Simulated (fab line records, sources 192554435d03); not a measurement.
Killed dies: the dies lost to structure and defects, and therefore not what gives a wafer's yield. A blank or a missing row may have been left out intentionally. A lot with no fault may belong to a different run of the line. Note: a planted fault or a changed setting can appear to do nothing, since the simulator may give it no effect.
Which of the tools did it? | flow n5_finfet | 12 lots, 36 wafers sampled, at 1 step of a route of 1938

== WHAT EACH GAUGE READ, for each wafer ==
N5_BEOL_M5_OVL_MEAS_29.
lot  | measured     | on         | V4_OVL (nm)
L076 | day 8 05:40  | overlay-02 | 1.6 0.9 0.6
L077 | day 8 14:45  | overlay-02 | -0.4 -1.5 0.2
L079 | day 9 02:34  | overlay-01 | 0.5 0.3 0.5
L082 | day 9 21:41  | overlay-01 | 1.2 0.0 0.6
L083 | day 10 06:30 | overlay-01 | 0.2 -0.9 0.1
L085 | day 11 01:42 | overlay-01 | -0.8 -1.2 -0.2
L087 | day 11 07:19 | overlay-02 | -1.0 -0.2 -0.7
L089 | day 11 19:44 | overlay-01 | 0.0 0.1 -0.5
L091 | day 12 14:51 | overlay-02 | -0.8 -1.2 -0.6
L093 | day 13 05:14 | overlay-01 | 0.4 0.0 -0.5
L096 | day 13 14:11 | overlay-01 | -0.1 0.3 0.0
L097 | day 14 05:50 | overlay-01 | -0.5 -0.8 1.0

== WHAT TOOL EACH LOT RAN ON (gives the tool, then ch and the chambers of the sampled wafers, and finally the start) ==
Record: no process step prior to these readings.

== THE ANSWER, worked out from the rows above alone ==
Rule: what is usual is taken from the lots themselves. Put in order of their means at a reading, lots are off if they are a third of the lots or fewer, leave a main group of 4 or more, and stand apart from it by a gap of 3 or more times the standard deviation of the main group's means; of several such gaps the widest counts. A main group whose means are all the same, to the digits that the tables above print for the reading, isn't used. Also off: a lot with no number at a reading for which 4 or more lots have one. Any other lot the step has rows for is counted as sound.
None of the lots is off at any reading shown; this tells nothing.

== WHAT HAD BEEN PUT IN BY THE SIMULATOR ==
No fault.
